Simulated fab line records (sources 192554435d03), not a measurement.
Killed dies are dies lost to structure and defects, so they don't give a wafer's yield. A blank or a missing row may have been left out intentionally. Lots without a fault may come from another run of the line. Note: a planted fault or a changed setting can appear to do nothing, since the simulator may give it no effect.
fab line records ; flow n5_finfet
[record] lots = 3; wafers = 9; last_day = 16
route steps=1938 shown STI_FIN_REVEAL@189 DUMMY_GATE@212 BEOL_M4@1111 PASSIVATION@1936
lots with no fault: from the same line, run without faults
start_h: hours from the record's first day to the start of the lot's first wafer shown ; wait_h: how many hours have passed since the lot's step before this one ; " unchanged from the row above ; L1.1+2: a single row standing in for several wafers ; - value missing, or start not given ; * or withheld: withheld ; < > ~ a bound
route shown NAME@n: names a module that has steps shown in the file, with the first one's number in the route ; usual: the fault-free wafers' mean and standard deviation ; same: alike in all rows ; chamber/n: place in a boat ; sites: readings site by site ; _std_site: the standard deviation of these ; _edge_site: the outer-site mean with the inner-site mean subtracted ; radius_mm: how far each site lies from the wafer's centre ; mask NAME#n: copy n ; behind: tool/chamber where the wafer was last shaped ; hold: what put the lot on hold/how long, in hours/how the hold closed ; device: the n, p or np transistor that did not switch ; end of line: the route-end tests of the same wafers ; step lacking rows: just its recipe ; killed: the dies lost at the first sort to structure and to defects; this is not the yield of the wafer ; map: a wafer's dies, x killed, . not, _ none there
set.NAME: setting as actually run; set.NAME@STEP: the setting as run at that earlier step ; model.NAME: the simulator's own value behind a step, which no gauge read
lots at some steps of the route; a table a step, a row a wafer
[[steps]]
[step N5_STI_FIN_REVEAL_DENSIFY_30]
[recipe] temp_c = *; time_s = *; ambient = N2; idle_temp_c = 600; ramp_up_c_per_s = 150; ramp_down_c_per_s = 60; cool_to_c = 600
[step N5_STI_FIN_REVEAL_ETCHBACK_08]
[recipe] chemistry = C4F6/O2; target = SiO2; target_depth_a = 305; time_s = 10.167; ion_energy_ev = 250; pressure_mtorr = 30; source_w = 345; bias_w = 185; Ar_flow_sccm = 300; C4F6_flow_sccm = 10; O2_flow_sccm = 10
[step N5_STI_FIN_REVEAL_STRIP_24]
[recipe] chemistry = N2/H2; time_s = 90; power_w = 100; temp_c = 40; pressure_mtorr = 100; rf_frequency_hz = 6e+07; bias_power_w = 3; n2_flow_sccm = 300; h2_flow_sccm = 300
[step N5_STI_FIN_REVEAL_PRECLEAN_25]
[recipe] chemistry = SPM; time_s = 90; temp_c = 120; mix = 4:1
[step N5_STI_FIN_REVEAL_PRECLEAN_26]
[recipe] chemistry = SC1; time_s = 45; temp_c = 46; mix = 1:2:100
[step N5_STI_FIN_REVEAL_PRECLEAN_29]
[recipe] chemistry = DHF; time_s = 30; temp_c = 25; dilution = 300:1
[step N5_STI_FIN_REVEAL_SRD_12]
[recipe] time_s = 30; temp_c = 23; rinse_liquid = diw; dry = ipa_marangoni
[step N5_STI_FIN_REVEAL_RECESS_09]
[recipe] chemistry = HF/NH3; target = SiO2; afs_cycles = 11; target_depth_a = 425; temp_c = 30; sublimation_temp_c = 180; sublimation_time_s = 60
[step N5_STI_FIN_REVEAL_STRIP_16]
[recipe] chemistry = H3PO4; material = SiNx; temp_c = 165; target_depth_a = 238; overetch_fraction = 0.4964; dry = ipa_marangoni
[step N5_STI_FIN_REVEAL_PRECLEAN_17]
[recipe] chemistry = NF3:NH3; afs_cycles = 1; temp_c = 30; time_s = 20; sublimation_temp_c = 180; sublimation_time_s = 60; pressure_torr = 3; rf_power_w = 30
[step N5_STI_FIN_REVEAL_ETCH_34]
[recipe] chemistry = H2; mode = isotropic; material = Si; target = Si; target_depth_a = 9.7; temp_c = 20; pressure_mtorr = 4.5; icp_w = 300; bias_w = 0; h2_flow_sccm = 7.5; he_flow_sccm = 142.5
[step N5_STI_FIN_REVEAL_OXIDATION_31]
[recipe] chemistry = O2_PLASMA_REMOTE; temp_c = 150; time_s = 20; pressure_mtorr = 1000; source_power_w = 2000; o2_flow_sccm = 3000
[usual] drypump_motor_current_A = 5.7/0.33; heater_power_w = 137/16
lot.wafer;tool;chamber;start_h;wait_h;drypump_motor_current_A;heater_power_w;rf_hours_counter_h
L134.2;plasma_asher-02;0;73.57;0.0;6.1;144;86
L134.4;plasma_asher-02;0;73.57;0.0;6.1;142;-
L134.5;plasma_asher-02;1;73.57;0.0;5.8;139;-
L138.2;plasma_asher-02;0;96.41;0.0;6.2;141;93
L138.4;plasma_asher-02;1;96.41;0.0;5.8;138;-
L138.5;plasma_asher-02;0;96.41;0.0;6.2;141;-
L143.2;plasma_asher-02;1;127.82;0.0;5.8;138;99
L143.5;plasma_asher-02;1;127.82;0.0;5.8;130;-
L143.6;plasma_asher-02;0;127.82;0.0;6.1;142;-
[step N5_STI_FIN_REVEAL_PRECLEAN_32]
[recipe] chemistry = NF3:NH3; afs_cycles = 1; temp_c = 30; time_s = 20; sublimation_temp_c = 180; sublimation_time_s = 60; pressure_torr = 3; rf_power_w = 30
[step N5_STI_FIN_REVEAL_STRIP_35]
[recipe] chemistry = H3PO4; material = Si3N4; temp_c = 165; target_depth_a = 40; time_s = 39
[step N5_STI_FIN_REVEAL_SRD_21]
[recipe] dry = ipa_marangoni; time_s = 30; temp_c = 23; rinse_liquid = diw
[step N5_STI_FIN_REVEAL_OXIDATION_33]
[recipe] chemistry = O2_PLASMA_REMOTE; temp_c = 150; time_s = 20; pressure_mtorr = 1000; source_power_w = 2000; o2_flow_sccm = 3000
[step N5_STI_FIN_REVEAL_CLEAN_19]
[recipe] chemistry = O3/DIW; temp_c = 25; time_s = 120; o3_ppm = 10
[step N5_STI_FIN_REVEAL_SRD_23]
[recipe] dry = ipa_marangoni; time_s = 30; temp_c = 23; rinse_liquid = diw
[step N5_STI_FIN_REVEAL_PRECLEAN_18]
[recipe] chemistry = SC2; time_s = 45; temp_c = 35; mix = 1:1:50
[step N5_STI_FIN_REVEAL_SRD_28]
[recipe] dry = ipa_marangoni; time_s = 30; temp_c = 23; rinse_liquid = diw
[step N5_DUMMY_GATE_PRECLEAN_00]
[recipe] chemistry = O3/DIW; time_s = 60; temp_c = 22; o3_ppm = 10
[step N5_DUMMY_GATE_SRD_01]
[recipe] time_s = 30; temp_c = 23; rinse_liquid = diw; dry = ipa_marangoni
[step N5_DUMMY_GATE_ALD_02]
[recipe] material = SiO2; target_thk_a = 20; temp_c = 300; ald_precursor_family = BDEAS; ald_co_reactant = O2-plasma; pulse_time_s = 1; pressure_torr = 2
[step N5_DUMMY_GATE_CVD_03]
[recipe] material = a-Si; target_thk_a = 1500; temp_c = 530; precursor = SiH4; time_s = 8042
[step N5_DUMMY_GATE_PRECLEAN_46]
[recipe] chemistry = DIW; time_s = 89.5; temp_c = 23
[step N5_DUMMY_GATE_SRD_47]
[recipe] dry_time_s = 32; dry = n2_spin; spin_rpm = 1500
[step N5_DUMMY_GATE_CMP_04]
[recipe] material = a-Si; post_cmp_clean = alkaline_brush
[step N5_DUMMY_GATE_HM_DEP_06]
[recipe] material = SiNx; target_thk_a = 800; precursor = DCS/NH3; temp_c = 700; pressure_mtorr = 300; time_s = 5141
[step N5_DUMMY_GATE_PECVD_30]
[recipe] material = SiO2; target_thk_a = 550; temp_c = 400; precursor = TEOS/O2; pressure_torr = 6.5; rf_w = withheld; teos_flow_sccm = withheld; gas = O2; flow_sccm = 2650; time_s = 10.8
[step N5_DUMMY_GATE_COAT_34]
[recipe] resist = SOC; temp_c = 250; time_s = 60; spin_rpm = 1500; resist_thk_nm = 60
[step N5_DUMMY_GATE_COAT_35]
[recipe] resist = SiARC; temp_c = 220; time_s = 60; spin_rpm = 1500; resist_thk_nm = 10
[step N5_DUMMY_GATE_COAT_28]
[recipe] resist = underlayer; temp_c = 205; time_s = 60; spin_rpm = 1500; resist_thk_nm = 10
[step N5_DUMMY_GATE_COAT_09]
[recipe] resist = CAR-EUV; spin_rpm = 1500; resist_thk_nm = 30
[step N5_DUMMY_GATE_EBR_11]
[recipe] solvent = PGMEA; ebr_width_mm = 1.5
[step N5_DUMMY_GATE_SOFTBAKE_10]
[recipe] temp_c = 110; time_s = 60; resist = CAR-EUV
[step N5_DUMMY_GATE_EXPOSE_12]
[recipe] mask_id = GATE; na = 0.33; source_shape = annular; sigma_inner = 0.2; sigma_outer = 0.6; polarization = unpolarized; target_cd_nm = 25; dose_mj = 34
[step N5_DUMMY_GATE_PEB_13]
[recipe] peb_temp_c = 100; peb_time_s = 60; resist = CAR-EUV
[step N5_BEOL_M4_RC_MEAS_101]
[usual] DIBL_N = 36.7/1.8; DIBL_P = 37.0/2.4; IOFF_N = 0.17/0.036; IOFF_N_85C = 3.2/0.59; IOFF_N_LIN = 0.075/0.014; IOFF_N_LONG = 5.43e-05/2.8e-06; IOFF_P = 0.22/0.042; IOFF_P_85C = 3.8/0.63; IOFF_P_LIN = 0.102/0.016; ION_N = 673/12; ION_P = 462/8.5; SS_N = 71.7/0.62; SS_P = 73.4/0.65; VT_N = 250/3.7; VT_P = -250/3.7
lot.wafer;tool;chamber;start_h;wait_h;DIBL_N[mV/V];DIBL_P[mV/V];IOFF_N[nA/um];IOFF_N_85C[nA/um];IOFF_N_LIN[nA/um];IOFF_N_LONG[nA/um];IOFF_P[nA/um];IOFF_P_85C[nA/um];IOFF_P_LIN[nA/um];ION_N[uA/um];ION_P[uA/um];SS_N[mV/dec];SS_P[mV/dec];VT_N[mV];VT_P[mV]
L134.2;prober-01;0;233.38;0.2;35.0;34.8;0.13;2.7;0.061;5.44e-05;0.18;3.2;0.089;665;455;71.8;72.8;254;-251
L134.4;prober-01;0;233.38;0.2;38.1;37.4;0.18;3.4;0.075;5.55e-05;0.21;3.6;0.097;667;456;72.5;73.4;249;-250
L134.5;prober-01;0;233.38;0.2;36.5;36.2;0.16;3.1;0.070;5.51e-05;0.20;3.5;0.094;670;456;70.9;73.3;251;-251
L138.2;prober-01;0;239.58;0.2;34.8;34.0;0.12;2.4;0.057;5.02e-05;0.17;2.9;0.082;664;456;71.2;72.2;255;-254
L138.4;prober-01;0;239.58;0.2;32.0;31.6;0.09;1.9;0.045;4.99e-05;0.14;2.6;0.074;649;454;70.6;72.3;260;-257
L138.5;prober-01;0;239.58;0.2;33.1;33.1;0.09;2.0;0.047;4.88e-05;0.16;2.8;0.080;641;447;71.2;72.4;262;-258
L143.2;prober-02;0;270.03;0.2;41.7;45.5;0.36;6.2;0.156;6.28e-05;0.44;6.7;0.188;714;489;72.0;75.4;238;-238
L143.5;prober-02;0;270.03;0.2;41.0;44.7;0.33;5.8;0.149;6.4e-05;0.41;6.3;0.180;724;489;72.8;74.4;236;-238
L143.6;prober-02;0;270.03;0.2;38.1;39.3;0.20;3.8;0.090;5.62e-05;0.28;4.7;0.128;684;472;71.8;73.9;247;-245
[step N5_PASSIVATION_PROBE_49]
[usual] defect_limited_yield = 91.1/1.4; killed_at_M0_to_M3 = 32/9.3; killed_at_M4_up = 13/5.8; killed_at_contacts = 12/6.3; killed_at_front_end = 44/12; killed_at_other = 3.6/2.7; killed_dies = 104/17; killed_open = 69/13; killed_short = 34/6.9; sort_bin_4_leakage = 0.00/0.031; sort_bin_5_function = 5.2/0.98; sort_bin_6_memory = 3.3/0.59; sort_bin_8_speed = 0.01/0.039; sort_n_pass = 1075/17; sort_yield_pct = 91.1/1.4
[same] gross_dies = 1180; killed_at_back_side = 0
lot.wafer;tool;chamber;start_h;wait_h;defect_limited_yield[%];killed_at_M0_to_M3;killed_at_M4_up;killed_at_contacts;killed_at_front_end;killed_at_other;killed_dies;killed_open;killed_short;sort_bin_4_leakage[%];sort_bin_5_function[%];sort_bin_6_memory[%];sort_bin_8_speed[%];sort_n_pass;sort_yield_pct[%]
L134.2;prober-01;-;336.58;0.1;88.6;28;14;14;76;3;135;91;43;0;7.5;3.6;0;1045;88.6
L134.4;prober-01;-;336.68;0.2;90.0;31;12;10;62;3;118;75;40;0;5.8;3.6;0;1062;90.0
L134.5;prober-01;-;336.73;0.2;90.8;38;11;13;44;2;108;71;33;0;5.2;3.5;0;1072;90.8
L138.2;prober-01;-;345.13;0.1;88.6;33;20;30;50;1;134;89;45;0;6.7;4.4;0;1046;88.6
L138.4;prober-01;-;345.23;0.2;85.9;33;15;44;70;4;166;110;48;0;8.1;4.7;0;1014;85.9
L138.5;prober-01;-;345.28;0.2;90.8;27;17;18;47;0;109;72;32;0;4.7;3.6;0.42;1066;90.3
L143.2;prober-02;-;391.13;0.1;91.9;12;17;23;43;1;96;65;29;3.56;4.6;3.1;0;1042;88.3
L143.5;prober-02;-;391.28;0.2;90.3;31;32;11;35;5;114;78;28;1.19;6.3;2.5;0;1052;89.2
L143.6;prober-02;-;391.33;0.3;91.9;25;20;8;42;0;95;63;30;0;4.2;3.6;0;1085;91.9
// killed by level:class
L134.2 STI_FIN_REVEAL:geometric_particle:open=26 MOL_CONTACT_COAG:geometric_particle:open=9 BEOL_M2:geometric_particle:open=9 FIN_SAQP:geometric_particle:open=8 STI_FIN_REVEAL:geometric_particle:short=8 FIN_SAQP:geometric_particle:short=7 DUMMY_GATE:geometric_particle:open=5 MOL_CONTACT_COAG:geometric_particle:short=5
L134.4 STI_FIN_REVEAL:geometric_particle:open=20 FIN_SAQP:geometric_particle:open=11 FIN_SAQP:geometric_particle:short=8 STI_FIN_REVEAL:geometric_particle:short=8 MOL_CONTACT_COAG:geometric_particle:open=8 BEOL_M0_SAQP:geometric_particle:short=8 BEOL_M4:geometric_particle:open=6 BEOL_M1:geometric_particle:open=5
L134.5 STI_FIN_REVEAL:geometric_particle:open=15 BEOL_M2:geometric_particle:open=13 MOL_CONTACT_COAG:geometric_particle:open=9 BEOL_M0_SAQP:geometric_particle:short=9 FIN_SAQP:geometric_particle:open=5 STI_FIN_REVEAL:geometric_particle:short=4 SPACER0:geometric_particle:short=4 MOL_CONTACT_COAG:geometric_particle:short=4
L138.2 MOL_CONTACT_COAG:geometric_particle:open=24 FIN_SAQP:geometric_particle:open=14 BEOL_M4:geometric_particle:open=14 BEOL_M2:geometric_particle:open=13 FIN_SAQP:geometric_particle:short=12 BEOL_M0_SAQP:geometric_particle:short=7 MOL_CONTACT_COAG:geometric_particle:short=6 DUMMY_GATE:geometric_particle:short=5
L138.4 MOL_CONTACT_COAG:geometric_particle:open=31 STI_FIN_REVEAL:geometric_particle:open=16 FIN_SAQP:geometric_particle:open=14 BEOL_M2:geometric_particle:open=13 MOL_CONTACT_COAG:geometric_particle:short=13 BEOL_M4:geometric_particle:open=10 FIN_SAQP:geometric_particle:short=8 HKMG_FIN:area_etch=8
L138.5 BEOL_M2:geometric_particle:open=16 MOL_CONTACT_COAG:geometric_particle:open=15 FIN_SAQP:geometric_particle:short=8 BEOL_M4:geometric_particle:open=7 GATE_CUT:geometric_particle:short=7 DUMMY_GATE:geometric_particle:open=5 GATE_CUT:geometric_particle:open=5 BEOL_M1:geometric_particle:open=5
L143.2 MOL_CONTACT_COAG:geometric_particle:open=16 FIN_SAQP:geometric_particle:open=10 GATE_CUT:geometric_particle:short=8 BEOL_M4:geometric_particle:open=8 MOL_CONTACT_COAG:geometric_particle:short=7 STI_FIN_REVEAL:geometric_particle:open=5 GATE_CUT:geometric_particle:open=5 BEOL_M0_SAQP:geometric_particle:short=4
L143.5 BEOL_M4:geometric_particle:open=17 BEOL_M2:geometric_particle:open=12 FIN_SAQP:geometric_particle:open=8 MOL_CONTACT_COAG:geometric_particle:open=8 HKMG_FIN:area_etch=7 DUMMY_GATE:geometric_particle:open=6 BEOL_M0_SAQP:geometric_particle:open=6 FIN_SAQP:geometric_particle:short=5
L143.6 DUMMY_GATE:geometric_particle:open=8 BEOL_M0_SAQP:geometric_particle:open=8 FIN_SAQP:geometric_particle:short=6 STI_FIN_REVEAL:geometric_particle:open=6 BEOL_M1:geometric_particle:open=6 GATE_CUT:geometric_particle:open=5 MOL_CONTACT_COAG:geometric_particle:open=5 BEOL_M0_SAQP:geometric_particle:short=5
// map L143.5 (x killed, . not)
_________________.x....x..x..________________
______________..........x......._____________
___________..x......x...x...x...xxx__________
__________......x.x.........x......._________
________....x...x.x.x...x.....x......x_______
_______...............................x______
______..................x..............._____
_____..................x............x....____
____......................................___
___.x.x.....................x.............x__
___..........x.........x...................__
__....x..........x..x.....x................._
__..x.............................x..x......_
_............................x...............
_.x..........x....x...x.........x.xx.....x...
_...........x......x......x............x.....
_............x...........x..xxx.....x.......x
_.xx.........x.................x.x........x..
_........................x...............x.x.
_............x..x....xx....x...x...x.........
_...............x...........................x
__..........................x..xx..........._
__..........................x..............._
___............x..x..x.....................__
___....................x........x..........__
____.........x..x..xx..........x.x.....x..___
_____x.x........x.......x..x............x____
______x.xx...........x...x...x......x..._____
_______....................x.......x...______
________...............x......x.x....._______
__________.........................._________
___________................x.......__________
______________..........x......._____________
_________________......x....x________________
// map L138.4 (x killed, . not)
_________________.xx..x.x.x..________________
______________........x..x......_____________
___________.x.................x...x__________
__________......................x..._________
________....................x..x.x.xxx_______
_______..x........x..........x.....x..x______
______......x...........x.......xx......_____
_____x..x....x...............x.....x.....____
____..x.............xx.............x.xx...___
___..............xx........x...x...x.x.....__
___.........x............x...x...x.........__
__.......xx.x..x....x.....x.........x...x..x_
__............x....x........xx...x.........._
_..........x....x.x........x.................
_..x....xx...x.x.....x...........x..........x
_......x.x....x....x..x..x.......x........x..
_......x.x..xx.x.x...x......x.......x.x.x..x.
_.xx......x........xxx........xx........x....
_...x...x....x.x.......................x.....
_.x..x....xxx......x...x....................x
_..................x.x..x................x...
__..x.....................x..x....x........._
__.x...............x...x........x......x...._
___.........x.....x..x.x.........x....x....__
___........x.x.....................x.......__
____.x............................x.......___
_____..........x..x.xxx.x.........x......____
______...x............x................._____
_______................................______
________..........x.........x..x......_______
__________............x.....x......._________
___________....xx.xxx.x........x...__________
______________.......x...x....x._____________
_________________....xx..x...________________
[[key]]
[first_sign] step = N5_BEOL_M4_RC_MEAS_101; reading = IOFF_N_LIN; direction = up; sigmas = 5.6; usual = 0.075; struck = 0.152
[effect] step = N5_BEOL_M4_RC_MEAS_101; reading = IOFF_P_LIN; direction = up; sigmas = 5; usual = 0.102; struck = 0.184
[effect] step = N5_BEOL_M4_RC_MEAS_101; reading = IOFF_N; direction = up; sigmas = 5; usual = 0.17; struck = 0.35
[effect] step = N5_BEOL_M4_RC_MEAS_101; reading = IOFF_P; direction = up; sigmas = 4.8; usual = 0.22; struck = 0.42
[effect] step = N5_BEOL_M4_RC_MEAS_101; reading = IOFF_N_85C; direction = up; sigmas = 4.8; usual = 3.2; struck = 6.0
[effect] step = N5_BEOL_M4_RC_MEAS_101; reading = IOFF_P_85C; direction = up; sigmas = 4.4; usual = 3.8; struck = 6.5
[effect] step = N5_BEOL_M4_RC_MEAS_101; reading = IOFF_N_LONG; direction = up; sigmas = 3.3; usual = 5.43e-05; struck = 6.34e-05
[effect] step = N5_PASSIVATION_PROBE_49; reading = sort_bin_4_leakage; direction = up; sigmas = 28; usual = 0.00; struck = 2.37
met_at N5_STI_FIN_REVEAL_OXIDATION_31
struck_wafers L143.2,L143.5
onset_between 96.41 127.82
[fault] kind = process_parameter_drift; tool = plasma_asher-02; chamber = -; onset_h = 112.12; steps = N5_STI_FIN_REVEAL_OXIDATION_31; channel = time_s; offset = *; shape = step; end_h = 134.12; scope = struck_wafers_only; acts_in = *; stated = *
